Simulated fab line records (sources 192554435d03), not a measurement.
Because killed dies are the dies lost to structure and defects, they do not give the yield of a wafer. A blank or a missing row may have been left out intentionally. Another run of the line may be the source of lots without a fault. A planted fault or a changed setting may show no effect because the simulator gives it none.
A struck lot beside a sound one :: flow n5Finfet :: 39 steps out of a route of 1938
Sound: these wafers, L840.3, L840.4, L840.6. The struck wafers were L834.2, L834.3, L834.6. The cause is given at the end.
Each step with rows lists, per side, the tool, then ch with its chambers, then its first start. Under that, the readings that differ: sound wafers :: struck wafers :: difference of the means :: sigmas: that difference in standard deviations of wafers without a fault.
alike: readings with means less than 2 such deviations apart, plus words and numbers identical on both sides. not compared: withheld readings, readings lacking a value on some wafer, bounds such as >300 that could conceal the same value, and numbers that have no deviation in the record and whose values overlap.
A row with sigmas, a row that says differs or no value, or rows on one side alone: a step with any of these is where the two part. Numbers that don't overlap but have no deviation are shown without sigmas and don't part them. Lack of a reading on every wafer of one side parts them only where that side has two or more wafers.

first, 9 steps without rows for these wafers: N5_GATE_CUT_CMP_23 (polishes, stops on SiO2, t overpolish 23.4 s, target thk 16 nm); N5_GATE_CUT_CMP_43 (polishes SiO2); N5_GATE_CUT_CMP_61 (polishes, stops on SiNx, t overpolish 3 s); N5_MOL_CONTACT_COAG_COAT_103 (time 60 s, resist thk 80 nm); N5_MOL_CONTACT_COAG_COAT_104 (time 60 s, resist thk 12 nm); N5_MOL_CONTACT_COAG_COAT_58 (time 60 s, resist thk 10 nm); N5_MOL_CONTACT_COAG_COAT_02 (resist thk 30 nm); N5_MOL_CONTACT_COAG_EBR_04; N5_MOL_CONTACT_COAG_SOFTBAKE_03 (time 60 s).
N5_MOL_CONTACT_COAG_EXPOSE_05: exposes mask CA, defocus 0 nm.
  sound on euvScanner-01 ch 0, day 8 04:41; struck on euvScanner-02 ch 0, day 6 17:46
  alike: mask
then, 2 steps without rows for these wafers: N5_MOL_CONTACT_COAG_PEB_06 (peb time 60 s); N5_MOL_CONTACT_COAG_DEVELOP_07 (develop time 30 s).
N5_MOL_CONTACT_COAG_CD_MEAS_08 targets a cd of 28 nm.
  sound on cdSem-02 ch 0, day 8 04:49; struck on cdSem-03 ch 0, day 6 17:53
reading: cdNm (nm)
sound: 27.47 27.78 27.64
struck: 27.51 26.48 26.96
difference: -0.65
sigmas: -3
then, 1 step without rows for these wafers: N5_MOL_CONTACT_COAG_DESCUM_13 (chemistry O2, time 7 s).
N5_MOL_CONTACT_COAG_ETCH_59: etches underlayer in N2/H2, target depth 13 nm, time 10.4 s.
  sound on rieDiel-03 ch 0,1, day 8 04:58; struck on rieDiel-03 ch 1,3, day 6 18:07
reading: model.MOL_CONTACT_COAG.cdOffsetNm (nm)
sound: 0 0.2 0.2
struck: -0.8 -1.8 -1
difference: -1.3
sigmas: 
  alike: drypumpMotorCurrentA, etchRfOnTimeS, h2FlowSccm, oesProductAu, rfVppV, showerheadPlenumPTorr, throttleValvePct
  not compared: rfHoursCounterH
then, 7 steps without rows for these wafers: N5_MOL_CONTACT_COAG_ETCH_105 (etches SiARC in CF4, target depth 15.6 nm, time 26 s); N5_MOL_CONTACT_COAG_ETCH_106 (etches SOC in N2/H2, target depth 80 nm, overetch 16 nm, time 120 s); N5_MOL_CONTACT_COAG_STRIP_107 (strips in N2/H2); N5_MOL_CONTACT_COAG_STRIP_108 (strips in N2/H2); N5_MOL_CONTACT_COAG_CONTACT_ETCH_14 (etches SiO2 in C4F6/O2, target depth 27.5 nm, overetch 8.5 nm, time 20 s); N5_MOL_CONTACT_COAG_STRIP_109 (strips in C4F6/O2); N5_MOL_CONTACT_COAG_ETCH_15 (etches SiNx in CH3F/O2, stops on Si:P, target depth 7 nm).
N5_MOL_CONTACT_COAG_ETCH_110: etches Si in CF4/O2, target depth 2.5 nm, time 8 s.
  sound on rieDiel-03 ch 0,1, day 8 05:13; struck on rieDiel-03 ch 1,3, day 6 18:22
reading: model.MOL_CONTACT_COAG.cdOffsetNm (nm)
sound: 0 0.4 0.4
struck: -1 -1.8 -1.2
difference: -2
sigmas: 
  alike: drypumpMotorCurrentA, oesProductAu, rfVppV, showerheadPlenumPTorr, throttleValvePct
  not compared: rfHoursCounterH
then, 1 step without rows for these wafers: N5_MOL_CONTACT_COAG_STRIP_98 (strips in N2/H2).
N5_MOL_CONTACT_COAG_CD_MEAS_99 targets a cd of 17.2 nm.
  sound on cdSem-02 at day 8 05:20; struck on cdSem-02 at day 6 18:29
reading: cdNm (nm)
sound: 17.4 17.3 17.8
struck: 15.9 15.8 15.9
difference: -1.6
sigmas: -5
then, 12 steps without rows for these wafers: N5_MOL_CONTACT_COAG_IMPLANT_129; N5_MOL_CONTACT_COAG_PRECLEAN_111 (cleans in NF3:NH3, afs cycles 1, time 20 s, sublimation time 60 s); N5_MOL_CONTACT_COAG_TI_SIL_19 (material Ti, target thk 4.2 nm, time 15 s); N5_MOL_CONTACT_COAG_ALD_20 (deposits TiN, target thk 1.5 nm, pulse time 1 s, purge time 3 s); N5_MOL_CONTACT_COAG_SIL_ANNEAL_21 (time 60 s); N5_MOL_CONTACT_COAG_PRE_CLEAN_141 (time 60 s); N5_MOL_CONTACT_COAG_SPUTTER_143 (material Co, target thk 2.5 nm); N5_MOL_CONTACT_COAG_CO_FILL_22 (material Co, precursor CCTBA/H2, target thk 20 nm); N5_MOL_CONTACT_COAG_ANNEAL_113 (time 300 s); N5_MOL_CONTACT_COAG_PRE_CLEAN_142 (time 60 s); N5_MOL_CONTACT_COAG_SPUTTER_130 (material Co, target thk 47.5 nm); N5_MOL_CONTACT_COAG_PRECLEAN_125 (cleans in DIW, time 57.5 s).
-- record jumps: 3 days separate the struck wafers' starts on either side; left off in module MOL_CONTACT_COAG, taken up again in module BEOL_M4, whose first shown step is the route's number 1111 --
N5_BEOL_M4_RC_MEAS_101:
  sound on prober-01 ch 0, day 12 17:08; struck on prober-01 ch 0, day 10 06:04
reading: RC_DENSE_N (ohm.um)
sound: 18.7 18.5 18.3
struck: 20.8 22.3 21.4
difference: +3.0
sigmas: +7

reading: RC_DENSE_P (ohm.um)
sound: 23.4 23.3 23.0
struck: 26.0 27.9 26.8
difference: +3.7
sigmas: +7

reading: RC_N (ohm.um)
sound: 15.4 15.1 15.0
struck: 17.0 18.1 17.2
difference: +2.3
sigmas: +6

reading: RC_P (ohm.um)
sound: 19.3 18.8 18.8
struck: 21.2 22.6 21.6
difference: +2.8
sigmas: +6

reading: SS_N (mV/dec)
sound: 72.4 71.8 73.3
struck: 71.4 71.0 70.5
difference: -1.5
sigmas: -2
  alike: DIBL_N, DIBL_P, IOFF_N, IOFF_P, ION_N, ION_P, SS_P, VT_N, VT_P
-- record jumps: 5 days separate the struck wafers' starts on either side; left off in module BEOL_M4, taken up again in module PASSIVATION, whose first shown step is the route's number 1936 --
N5_PASSIVATION_PROBE_49:
  the record has rows for the struck wafers here (prober-01, day 15 07:57) and none for the sound ones

## WHERE THEY PART
First at N5_MOL_CONTACT_COAG_CD_MEAS_08; last, within this record, at N5_PASSIVATION_PROBE_49.

WHY: whatever the simulator had introduced
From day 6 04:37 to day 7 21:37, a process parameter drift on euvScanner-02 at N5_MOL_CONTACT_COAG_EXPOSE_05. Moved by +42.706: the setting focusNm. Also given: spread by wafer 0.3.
